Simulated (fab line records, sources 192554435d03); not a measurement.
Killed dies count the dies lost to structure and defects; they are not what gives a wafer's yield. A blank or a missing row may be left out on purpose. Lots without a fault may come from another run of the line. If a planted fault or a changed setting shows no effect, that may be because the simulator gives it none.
fab line records	flow n5_finfet
[record] lots = 7	wafers = 21	last_day = 17
route steps=1938 shown BEOL_M4@1021 PASSIVATION@1936
lots that met no fault: from a run of the same line without faults
start_h: start of the lot's first displayed wafer, in hours after the record's first day	wait_h: hours elapsed since this lot's preceding step	" same as the row above	L1.1+2: several wafers, shown together as one row	- no value, or no start was given	* or withheld: withheld	< > ~ a bound
route shown NAME@n: a module of which the file shows steps, and the number in the route of the first	usual: mean and standard deviation over wafers with no fault	same: alike in all rows	chamber/n: place in a boat	sites: the reading at each site	_std_site: how widely they spread, as a standard deviation	_edge_site: outer sites' mean less inner sites'	radius_mm: for every site, how far away it sits from the centre of the wafer	mask NAME#n: copy n	behind: the last tool/chamber to shape the wafer	hold: reason for holding the lot/hours on hold/outcome of the hold	device: transistor that didn't switch, given as n, p or np	end of line: at the end of the route, the tests of the same wafers	a step without rows: its recipe alone	killed: dies lost to structure and defects at the first sort, not the wafer's yield	map: the dies of a wafer, with x for killed, . for not killed, _ for no die there
set.NAME: the setting that was run; set.NAME@STEP: the one run at that earlier step	model.NAME: the simulator's own value behind a step, which no gauge read
a sample of lots followed through the steps of the route, with each step as a table and each wafer as a row
services: a tool's chamber out of use, with start hour (start_h, from the record's first day; less than 0 if before it), hours out, and reason
[[steps]]
[step N5_BEOL_M4_ILD_DEP_00]
[recipe] material = SiOC	target_thk_a = 790	temp_c = 350	precursor = DEMS/O2	pressure_torr = 5	rf_w = 500	time_s = 15.3
[usual] chamber_pressure_Torr = 5.002/0.011	heater_power_w = 473/63	showerhead_plenum_p_Torr = 5.693/0.016	throttle_valve_pct = 11.9/0.6
lot.wafer	tool	chamber	start_h	wait_h	chamber_pressure_Torr	heater_power_w	showerhead_plenum_p_Torr	throttle_valve_pct
L834.3	pecvd-03	1	170.85	0.0	4.995	445	5.715	12.5
L834.4	"	0	"	"	5.023	451	5.713	12.5
L834.5	"	2	"	"	4.983	430	5.708	11.5
L836.2	pecvd-04	1	180.32	0.0	5.000	552	5.692	11.2
L836.3	"	2	"	"	4.986	506	5.704	11.6
L836.4	"	1	"	"	5.016	551	5.683	11.1
L848.3	pecvd-03	0	254.80	0.0	4.998	449	5.696	12.5
L848.4	"	0	"	"	5.015	445	5.705	12.6
L848.6	"	2	"	"	5.005	443	5.694	11.1
L847.1	pecvd-04	1	264.02	0.0	5.012	554	5.682	11.4
L847.2	"	0	"	"	5.019	437	5.689	12.9
L847.4	"	0	"	"	4.998	441	5.703	12.8
L849.2	pecvd-04	2	269.74	0.0	4.987	574	5.688	11.5
L849.3	"	0	"	"	4.974	474	5.710	13.1
L849.5	"	0	"	"	4.997	482	5.694	13.0
L851.4	pecvd-03	0	277.09	0.1	4.991	458	5.697	12.3
L851.5	"	2	"	"	5.011	397	5.706	10.6
L851.6	"	1	"	"	4.985	396	5.722	12.3
L855.1	pecvd-01	2	300.09	0.0	4.992	426	5.675	12.0
L855.3	"	0	"	"	5.011	552	5.662	12.0
L855.5	"	1	"	"	5.000	445	5.681	11.8
[step N5_BEOL_M4_HM_DEP_02]
[recipe] material = TiN	target_thk_a = 200	temp_c = 25	chamber_pressure_pa = 0.49996
[usual] chamber_pressure_pa = 0.5000/0.001	throttle_valve_pct = 29.7/0.84
lot.wafer	tool	chamber	start_h	wait_h	chamber_pressure_pa	throttle_valve_pct
L834.3	pvd_sputter-02	-	171.77	0.8	0.5003	30.6
L834.4	"	-	"	"	0.5004	29.2
L834.5	"	-	"	"	0.5003	29.6
L836.2	pvd_sputter-02	-	180.48	0.0	0.4993	30.5
L836.3	"	-	"	"	0.4987	29.1
L836.4	"	-	"	"	0.5015	30.1
L848.3	pvd_sputter-02	-	255.73	0.8	0.5013	29.3
L848.4	"	-	"	"	0.4983	30.2
L848.6	"	-	"	"	0.5013	30.6
L847.1	pvd_sputter-02	-	265.37	1.2	0.4984	30.4
L847.2	"	-	"	"	0.5003	29.5
L847.4	"	-	"	"	0.4989	30.5
L849.2	pvd_sputter-02	-	270.46	0.6	0.4998	29.5
L849.3	"	-	"	"	0.5023	30.4
L849.5	"	-	"	"	0.4987	30.4
L851.4	pvd_sputter-01	-	278.68	1.5	0.4989	30.7
L851.5	"	-	"	"	0.5013	30.8
L851.6	"	-	"	"	0.5010	28.6
L855.1	pvd_sputter-03	-	301.21	1.0	0.4996	29.5
L855.3	"	-	"	"	0.4989	31.5
L855.5	"	-	"	"	0.5004	31.3
[step N5_BEOL_M4_CD_MEAS_28]
[recipe] target_cd_nm = 26.2	landing_energy_ev = 500	detector = se_inlens	target_cd_y_nm = 24.1	polarity = opening
[usual] cd_nm = 26.27/0.26
lot.wafer	tool	chamber	start_h	wait_h	cd_nm
L834.3	cd_sem-01	0	173.17	-	26.21
L834.4	"	0	"	"	25.94
L834.5	"	0	"	"	26.27
L836.2	cd_sem-02	0	181.95	-	26.56
L836.3	"	0	"	"	26.22
L836.4	"	0	"	"	26.64
L848.3	cd_sem-02	0	257.36	-	26.11
L848.4	"	0	"	"	26.35
L848.6	"	0	"	"	26.51
L847.1	cd_sem-02	0	266.76	-	26.30
L847.2	"	0	"	"	26.40
L847.4	"	0	"	"	26.30
L849.2	cd_sem-03	0	271.73	-	26.70
L849.3	"	0	"	"	26.68
L849.5	"	0	"	"	26.07
L851.4	cd_sem-01	0	280.20	-	26.61
L851.5	"	0	"	"	26.10
L851.6	"	0	"	"	26.04
L855.1	cd_sem-02	0	302.69	-	26.18
L855.3	"	0	"	"	26.06
L855.5	"	0	"	"	26.12
[step N5_BEOL_M4_ETCHBACK_99]
[recipe] chemistry = CHF3	target = SiO2	target_depth_a = 50	time_s = 10.4	source_w = 215	bias_w = 47	Ar_flow_sccm = 200	CHF3_flow_sccm = 12	ion_energy_ev = 100	pressure_mtorr = 30
[usual] CHF3_flow_sccm = 12.01/0.042	drypump_motor_current_A = 5.8/0.39	mfc_ar_sccm = 200.0/0.58	oes_product_au = 0.81/0.089	rf_vpp_V = 243/6.2	showerhead_plenum_p_Torr = 2.16/0.072	throttle_valve_pct = 16.99/0.12
lot.wafer	tool	chamber	start_h	wait_h	CHF3_flow_sccm	drypump_motor_current_A	mfc_ar_sccm	oes_product_au	rf_hours_counter_h	rf_vpp_V	showerhead_plenum_p_Torr	throttle_valve_pct
L834.3	rie_diel-02	0	176.24	2.8	11.98	5.9	201.1	0.89	52	248	2.18	16.88
L834.4	"	3	"	"	12.05	6.3	199.9	0.70	199	247	2.23	16.88
L834.5	"	1	"	"	11.93	5.6	199.6	0.68	-	237	2.03	17.15
L836.2	rie_diel-03	1	188.72	6.5	11.96	6.2	199.5	0.89	21	246	2.22	17.05
L836.3	"	3	"	"	11.91	6.1	199.1	0.83	66	249	2.17	17.00
L836.4	"	0	"	"	11.99	5.7	200.5	0.95	-	245	2.12	16.88
L848.3	rie_diel-03	2	260.62	2.9	12.03	4.8	199.2	0.91	18	244	2.11	16.94
L848.4	"	0	"	"	12.08	5.7	200.1	0.89	29	247	2.12	16.91
L848.6	"	0	"	"	11.95	5.7	200.3	0.88	-	245	2.12	16.91
L847.1	rie_diel-02	3	275.96	8.3	12.00	6.3	199.4	0.26	238	247	2.22	16.93
L847.2	"	1	"	"	11.98	5.6	201.1	0.94	11	239	2.28	16.74
L847.4	"	2	"	"	11.99	5.9	199.3	0.27	203	232	2.05	17.18
L849.2	rie_diel-03	1	275.98	3.9	11.99	6.2	200.5	0.86	46	244	2.21	17.11
L849.3	"	0	"	"	12.03	5.7	199.8	0.33	35	245	2.11	16.90
L849.5	"	2	"	"	11.99	4.8	199.9	0.89	-	242	2.11	16.96
L851.4	rie_diel-04	0	285.55	3.6	11.98	5.5	199.6	0.84	70	246	2.29	16.92
L851.5	"	3	"	"	12.00	5.5	199.5	0.79	-	230	2.07	16.89
L851.6	"	0	"	"	11.97	5.5	200.2	0.85	-	245	2.29	16.90
L855.1	rie_diel-03	2	310.63	7.6	11.98	4.8	199.1	0.87	35	244	2.11	16.98
L855.3	"	3	"	"	11.96	6.1	199.0	0.80	102	249	2.16	17.04
L855.5	"	3	"	"	12.01	6.1	199.4	0.80	-	248	2.16	17.04
[step N5_BEOL_M4_VIA_ETCH_34]
[recipe] chemistry = C4F6/O2	target_depth_a = 694	mask_material = SOC	pressure_mtorr = 15	ion_energy_ev = 250	taper_deg = 4	time_s = 65.9	source_w = 350	bias_w = 170	Ar_flow_sccm = 300	C4F6_flow_sccm = 10	O2_flow_sccm = 10
[usual] drypump_motor_current_A = 5.9/0.39	mfc_ar_sccm = 299.9/0.84	oes_product_au = 0.81/0.089	rf_vpp_V = 672/17	showerhead_plenum_p_Torr = 2.85/0.092	throttle_valve_pct = 30.69/0.2
lot.wafer	tool	chamber	start_h	wait_h	drypump_motor_current_A	mfc_ar_sccm	oes_product_au	rf_hours_counter_h	rf_vpp_V	showerhead_plenum_p_Torr	throttle_valve_pct
L834.3	rie_diel-02	0	176.38	0.0	5.9	300.8	0.89	52	685	2.89	30.76
L834.4	"	3	"	"	6.3	298.8	0.71	199	684	2.94	30.39
L834.5	"	1	"	"	5.6	300.0	0.69	-	650	2.68	30.59
L836.2	rie_diel-03	1	188.87	0.0	6.3	300.3	0.90	21	679	2.93	31.10
L836.3	"	3	"	"	6.1	300.1	0.84	66	689	2.87	30.58
L836.4	"	0	"	"	5.7	301.0	0.95	-	678	2.80	30.87
L848.3	rie_diel-03	2	260.76	0.0	4.8	298.6	0.90	18	672	2.79	30.69
L848.4	"	0	"	"	5.7	299.7	0.89	29	678	2.79	30.88
L848.6	"	0	"	"	5.8	299.7	0.90	-	679	2.79	30.86
L847.1	rie_diel-02	3	276.11	0.0	6.3	299.7	0.26	238	685	2.92	30.29
L847.2	"	1	"	"	5.6	298.6	0.92	11	662	3.01	30.40
L847.4	"	2	"	"	5.9	300.1	0.27	203	642	2.72	30.65
L849.2	rie_diel-03	1	276.12	0.0	6.3	299.5	0.85	46	680	2.92	31.13
L849.3	"	0	"	"	5.7	299.2	0.33	35	677	2.79	30.77
L849.5	"	2	"	"	4.8	300.9	0.89	-	673	2.79	30.71
L851.4	rie_diel-04	0	285.70	0.0	5.5	298.7	0.85	70	679	3.02	30.81
L851.5	"	3	"	"	5.5	299.6	0.78	-	634	2.74	30.44
L851.6	"	0	"	"	5.5	299.2	0.85	-	679	3.02	30.79
L855.1	rie_diel-03	2	310.77	0.0	4.8	300.0	0.87	35	673	2.79	30.72
L855.3	"	3	"	"	6.1	300.7	0.80	102	687	2.85	30.62
L855.5	"	3	"	"	6.1	299.2	0.80	-	685	2.85	30.60
[step N5_BEOL_M4_OCD_MEAS_38]
[usual] trench_depth_nm = 55.7/0.94
lot.wafer	tool	chamber	start_h	wait_h	trench_depth_nm
L834.3	ocd-01	-	176.64	-	57.4
L834.4	"	-	"	"	54.5
L834.5	"	-	"	"	55.6
L836.2	ocd-02	-	189.12	-	55.4
L836.3	"	-	"	"	55.5
L836.4	"	-	"	"	56.8
L848.3	ocd-02	-	261.01	-	56.3
L848.4	"	-	"	"	56.0
L848.6	"	-	"	"	56.3
L847.1	ocd-01	-	276.36	-	-
L847.2	"	-	"	"	57.2
L847.4	"	-	"	"	-
L849.2	ocd-02	-	276.38	-	54.9
L849.3	"	-	"	"	-
L849.5	"	-	"	"	56.1
L851.4	ocd-01	-	285.95	-	56.3
L851.5	"	-	"	"	55.2
L851.6	"	-	"	"	55.7
L855.1	ocd-01	-	311.02	-	57.4
L855.3	"	-	"	"	55.9
L855.5	"	-	"	"	55.5
[step N5_BEOL_M4_CD_MEAS_35]
[recipe] target_cd_nm = 18	target_cd_y_nm = 22.4	polarity = opening
[usual] cd_nm = 18.2/0.35
lot.wafer	tool	chamber	start_h	wait_h	cd_nm
L834.3	cd_sem-03	-	176.89	0.0	18.6
L834.4	"	-	"	"	18.3
L834.5	"	-	"	"	18.8
L836.2	cd_sem-02	-	189.37	0.0	18.6
L836.3	"	-	"	"	18.6
L836.4	"	-	"	"	18.1
L848.3	cd_sem-03	-	261.26	0.0	18.7
L848.4	"	-	"	"	17.4
L848.6	"	-	"	"	18.1
L847.1	cd_sem-01	-	276.51	0.0	-
L847.2	"	-	"	"	18.6
L847.4	"	-	"	"	-
L849.2	cd_sem-01	-	276.63	0.0	18.5
L849.3	"	-	"	"	-
L849.5	"	-	"	"	18.3
L851.4	cd_sem-01	-	286.11	0.0	18.0
L851.5	"	-	"	"	18.3
L851.6	"	-	"	"	18.2
L855.1	cd_sem-02	-	311.19	0.0	18.2
L855.3	"	-	"	"	18.4
L855.5	"	-	"	"	17.6
[step N5_BEOL_M4_DEGAS_44]
[recipe] ambient = vacuum	temp_c = 250	time_s = 60
[usual] heater_power_w = 328/29
lot.wafer	tool	chamber	start_h	wait_h	heater_power_w
L834.3	pvd_sputter-02	-	176.93	0.0	363
L834.4	"	-	"	"	326
L834.5	"	-	"	"	323
L836.2	pvd_sputter-01	-	189.55	0.2	333
L836.3	"	-	"	"	307
L836.4	"	-	"	"	346
L848.3	pvd_sputter-01	-	262.33	1.1	313
L848.4	"	-	"	"	340
L848.6	"	-	"	"	347
L847.1	pvd_sputter-01	-	278.08	1.6	305
L847.2	"	-	"	"	343
L847.4	"	-	"	"	330
L849.2	pvd_sputter-01	-	278.16	1.5	348
L849.3	"	-	"	"	308
L849.5	"	-	"	"	336
L851.4	pvd_sputter-01	-	286.26	0.1	347
L851.5	"	-	"	"	341
L851.6	"	-	"	"	339
L855.1	pvd_sputter-02	-	312.12	0.9	288
L855.3	"	-	"	"	367
L855.5	"	-	"	"	356
[step N5_BEOL_M4_RC_MEAS_101]
[usual] DIBL_N = 36.0/1.7	DIBL_P = 35.8/2	IOFF_N = 0.15/0.03	IOFF_P = 0.20/0.037	ION_N = 670/12	ION_P = 460/7.2	SS_N = 71.5/0.68	SS_P = 73.2/0.65	VT_N = 250/3.1	VT_P = -251/3.4
lot.wafer	tool	chamber	start_h	wait_h	DIBL_N[mV/V]	DIBL_P[mV/V]	IOFF_N[nA/um]	IOFF_P[nA/um]	ION_N[uA/um]	ION_P[uA/um]	SS_N[mV/dec]	SS_P[mV/dec]	VT_N[mV]	VT_P[mV]
L834.3	prober-01	0	180.80	0.3	34.3	33.3	0.12	0.16	668	456	71.9	72.0	251	-252
L834.4	"	0	"	"	35.8	34.4	0.15	0.17	677	457	72.1	72.7	247	-253
L834.5	"	0	"	"	36.6	34.3	0.15	0.16	646	440	72.3	72.8	252	-253
L836.2	prober-01	0	195.43	0.2	39.0	38.2	0.22	0.31	669	465	72.4	75.0	244	-240
L836.3	"	0	"	"	39.3	38.9	0.23	0.33	663	463	72.1	74.9	244	-241
L836.4	"	0	"	"	34.0	32.5	0.12	0.20	657	464	70.2	72.8	250	-246
L848.3	prober-01	0	266.22	0.3	36.8	35.9	0.17	0.19	682	462	71.5	73.5	247	-251
L848.4	"	0	"	"	33.2	33.4	0.12	0.16	677	466	70.2	72.4	252	-254
L848.6	"	0	"	"	35.1	33.8	0.14	0.16	665	451	71.2	73.3	254	-257
L847.2	prober-01	0	281.80	0.2	35.4	36.6	0.16	0.23	674	466	71.5	73.0	249	-247
L849.2	prober-02	0	282.10	0.2	34.7	33.5	0.13	0.19	671	460	71.4	72.2	252	-249
L849.5	"	0	"	"	36.4	35.7	0.15	0.22	658	456	71.8	72.8	251	-247
L851.4	prober-01	0	290.17	0.5	35.0	35.2	0.14	0.21	677	466	70.9	73.5	249	-249
L851.5	"	0	"	"	36.0	35.9	0.16	0.21	683	461	71.0	73.1	250	-250
L851.6	"	0	"	"	36.9	37.6	0.17	0.24	690	470	71.8	73.5	250	-246
L855.1	prober-02	0	317.11	0.0	36.1	37.4	0.16	0.21	685	467	71.8	73.0	251	-252
L855.3	"	0	"	"	32.9	33.9	0.12	0.17	672	457	70.4	72.3	252	-252
L855.5	"	0	"	"	36.1	37.3	0.16	0.20	681	460	71.1	73.9	249	-253
[step N5_PASSIVATION_PROBE_49]
[usual] defect_limited_yield = 91.4/1.5	killed_at_M0_to_M3 = 32/9.8	killed_at_M4_up = 15/5.6	killed_at_contacts = 12/5.4	killed_at_front_end = 40/13	killed_at_other = 3.0/2.1	killed_dies = 102/17	killed_on_rim = 14/4.4	killed_open = 67/13	killed_short = 32/7.1	sort_bin_5_function = 5.1/0.96	sort_bin_6_memory = 3.2/0.7	sort_bin_8_speed = 0.0/0.3	sort_n_pass = 1078/18	sort_yield_pct = 91.3/1.5
[same] gross_dies = 1180	killed_at_back_side = 0	sort_bin_4_leakage[%] = 0
lot.wafer	tool	chamber	start_h	wait_h	defect_limited_yield[%]	killed_at_M0_to_M3	killed_at_M4_up	killed_at_contacts	killed_at_front_end	killed_at_other	killed_dies	killed_on_rim	killed_open	killed_short	sort_bin_5_function[%]	sort_bin_6_memory[%]	sort_bin_8_speed[%]	sort_n_pass	sort_yield_pct[%]
L847.1	prober-02	-	384.38	0.0	0	47	1075	16	40	2	1180	152	83	41	96.4	3.1	0	0	0
L847.2	prober-02	-	384.43	0.1	90.2	35	7	19	52	3	116	11	77	28	5.6	3.2	0	1064	90.2
L847.4	prober-02	-	384.53	0.2	0	43	1091	14	30	2	1180	152	80	25	95.8	3.8	0	0	0
L849.2	prober-02	-	393.88	0.1	93.8	22	8	3	37	3	73	10	44	29	3.3	2.7	0	1107	93.8
L849.3	prober-02	-	393.93	0.1	0	23	1113	19	25	0	1180	152	57	21	96.4	3.6	0	0	0
L849.5	prober-02	-	394.03	0.2	93.0	35	11	17	19	1	83	10	47	33	4.1	3.0	0	1097	93.0
// killed by level:class
L847.1 BEOL_M4:area_open=1055 BEOL_M3:geometric_particle:open=15 MOL_CONTACT_COAG:geometric_particle:open=13 BEOL_M4:geometric_particle:open=12 BEOL_M0_SAQP:geometric_particle:short=9 STI_FIN_REVEAL:geometric_particle:open=8 BEOL_M2:geometric_particle:open=7 FIN_SAQP:geometric_particle:short=6
L847.2 MOL_CONTACT_COAG:geometric_particle:open=17 BEOL_M2:geometric_particle:open=11 STI_FIN_REVEAL:geometric_particle:open=10 DUMMY_GATE:geometric_particle:open=10 HKMG_FIN:area_etch=9 BEOL_M1:geometric_particle:open=8 GATE_CUT:geometric_particle:short=6 BEOL_M3:geometric_particle:open=6
L847.4 BEOL_M4:area_open=1074 STI_FIN_REVEAL:geometric_particle:open=13 MOL_CONTACT_COAG:geometric_particle:open=10 BEOL_M0_SAQP:geometric_particle:open=8 BEOL_M3:geometric_particle:open=8 BEOL_M1:geometric_particle:open=7 BEOL_M2:geometric_particle:open=7 DUMMY_GATE:geometric_particle:open=5
L849.2 FIN_SAQP:geometric_particle:short=6 BEOL_M2:geometric_particle:open=5 STI_FIN_REVEAL:geometric_particle:open=4 DUMMY_GATE:geometric_particle:open=4 ILD0:geometric_particle:short=4 GATE_CUT:geometric_particle:short=4 BEOL_M0_SAQP:geometric_particle:short=4 BEOL_M2:geometric_particle:short=4
L849.3 BEOL_M4:area_open=1101 MOL_CONTACT_COAG:geometric_particle:open=15 FIN_SAQP:geometric_particle:open=7 BEOL_M2:geometric_particle:open=6 STI_FIN_REVEAL:geometric_particle:open=5 BEOL_M0_SAQP:geometric_particle:open=5 MOL_CONTACT_COAG:geometric_particle:short=4 BEOL_M0_SAQP:geometric_particle:short=4
L849.5 MOL_CONTACT_COAG:geometric_particle:open=10 BEOL_M2:geometric_particle:open=9 BEOL_M1:geometric_particle:open=7 MOL_CONTACT_COAG:geometric_particle:short=7 BEOL_M3:geometric_particle:open=5 BEOL_M0:geometric_particle:open=4 BEOL_M1:geometric_particle:short=4 STARTING-WAFER:geometric_particle:open=4
[[services]]
tool	chamber	start_h	hours	kind
pecvd-04	-	162.33	0.7	repair
rie_diel-03	2	168.82	-	clean
rie_diel-03	2	168.82	-	consumable_replace:focus_ring
rie_diel-03	2	168.82	20.2	scheduled_down
rie_diel-03	2	168.82	20.2	vent_cycle
pecvd-03	-	181.69	5.5	pm
pvd_sputter-02	-	200.34	4.0	repair
pecvd-03	2	202.38	-	clean
pecvd-03	2	202.38	-	consumable_replace:showerhead
pecvd-03	2	202.38	29.0	scheduled_down
pecvd-03	2	202.38	29.0	vent_cycle
rie_diel-03	-	212.07	0.1	repair
rie_diel-02	1	219.16	-	clean
rie_diel-02	1	219.16	-	consumable_replace:focus_ring
rie_diel-02	1	219.16	-	consumable_replace:showerhead
rie_diel-02	1	219.16	21.4	scheduled_down
rie_diel-02	1	219.16	21.4	vent_cycle
rie_diel-03	-	223.88	15.6	pm
pecvd-03	2	233.23	2.1	scheduled_down
rie_diel-04	3	238.86	7.2	repair
rie_diel-02	3	311.75	-	clean
rie_diel-02	3	311.75	-	consumable_replace:focus_ring
rie_diel-02	3	311.75	20.7	scheduled_down
rie_diel-02	3	311.75	20.7	vent_cycle
[[key]]
[first_sign] step = N5_BEOL_M4_ETCHBACK_99	reading = oes_product_au	direction = down	sigmas = 5.9	usual = 0.81	struck = 0.28
[effect] step = N5_BEOL_M4_VIA_ETCH_34	reading = oes_product_au	direction = down	sigmas = 5.9	usual = 0.81	struck = 0.29
[effect] step = N5_BEOL_M4_OCD_MEAS_38	reading = trench_depth_nm	direction = missing
[effect] step = N5_BEOL_M4_CD_MEAS_35	reading = cd_nm	direction = missing
[effect] step = N5_PASSIVATION_PROBE_49	reading = killed_at_M4_up	direction = up	sigmas = 99+	usual = 15	struck = 1093
[more_kills_born_at] N5_BEOL_M4_HM_OPEN_17@rie_metal-01 = 2129	N5_BEOL_M4_HM_OPEN_17@rie_metal-02 = 1101
met_at N5_BEOL_M4_HM_DEP_02
struck_lots L847,L849
struck_wafers L847.1,L847.4,L849.3
later_rows_left_out L847.1,L847.4,L849.3
not_acting_at N5_BEOL_M4_ILD_DEP_00,N5_BEOL_M4_CD_MEAS_28,N5_BEOL_M4_DEGAS_44
onset_between 255.73 265.37
[fault] kind = process_parameter_drift	tool = pvd_sputter-02	chamber = -	onset_h = 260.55	steps = N5_BEOL_M4_HM_DEP_02	channel = target_thk_a	offset = *	shape = step	end_h = 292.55	scope = struck_wafers_only	acts_in = *	stated = *
// later_rows_left_out: the simulator's readings of these wafers behind a module that went badly wrong aren't trusted and aren't shown, but for the sort
